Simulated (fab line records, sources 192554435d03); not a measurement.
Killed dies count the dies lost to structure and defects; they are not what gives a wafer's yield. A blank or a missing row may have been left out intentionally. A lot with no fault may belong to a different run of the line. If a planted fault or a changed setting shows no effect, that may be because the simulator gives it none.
Chamber matching / flow n5Finfet / N5_BEOL_M3_CMP_52 on cmp-04: 4 sister chambers
The step polishes, stops on SiOC, t overpolish 6.8 s, target thk 40 nm. 4 wafers are shown with their chamber, then 11 later ones without.

== WAFERS, EACH WITH ITS CHAMBER ==
wafer=L087.3; chamber=1; motorCurrentA (A)=5.1
wafer=L089.2; chamber=0; motorCurrentA (A)=6.8
wafer=L089.3; chamber=2; motorCurrentA (A)=5.8
wafer=L091.2; chamber=3; motorCurrentA (A)=6.1

== WAFERS MISSING THEIR CHAMBER ==
wafer=L091.4; motorCurrentA (A)=6.4
wafer=L091.6; motorCurrentA (A)=5.7
wafer=L095.2; motorCurrentA (A)=6.0
wafer=L095.4; motorCurrentA (A)=5.6
wafer=L095.5; motorCurrentA (A)=6.5
wafer=L096.1; motorCurrentA (A)=6.1
wafer=L096.4; motorCurrentA (A)=5.3
wafer=L096.5; motorCurrentA (A)=6.7
wafer=L097.3; motorCurrentA (A)=5.4
wafer=L097.4; motorCurrentA (A)=6.9
wafer=L097.5; motorCurrentA (A)=5.7

== THE CHAMBER EACH PASSED THROUGH ==
wafer=L091.4; from the rows above=can't be placed: 3 or 0 or 2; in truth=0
wafer=L091.6; from the rows above=can't be placed: 2 or 3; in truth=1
wafer=L095.2; from the rows above=can't be placed: 3 or 2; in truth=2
wafer=L095.4; from the rows above=can't be placed: 2 or 1 or 3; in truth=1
wafer=L095.5; from the rows above=can't be placed: 0 or 3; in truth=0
wafer=L096.1; from the rows above=can't be placed: 3 or 2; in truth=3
wafer=L096.4; from the rows above=can't be placed: 1 or 2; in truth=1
wafer=L096.5; from the rows above=0; in truth=0
wafer=L097.3; from the rows above=can't be placed: 1 or 2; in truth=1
wafer=L097.4; from the rows above=0; in truth=0
wafer=L097.5; from the rows above=can't be placed: 2 or 3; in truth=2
Correct placement for 2 of the 11. From these rows, 9 cannot be placed; in 8 the true chamber is one of the candidates. Wrongly placed: 0.
How it was worked out, from the rows above alone: a wafer's distance from a chamber is the root of the sum, over the readings, of the square of ((its reading less the chamber's mean) divided by the reading's scatter). If the next closest chamber is less than 2 further off than the closest, the wafer can't be placed; otherwise it belongs to the closest. Each chamber's mean is taken over the wafers shown for it. The scatter (one wafer shown for each chamber): square how far every hidden wafer sits from the nearest shown wafer, average those squares and take the square root.
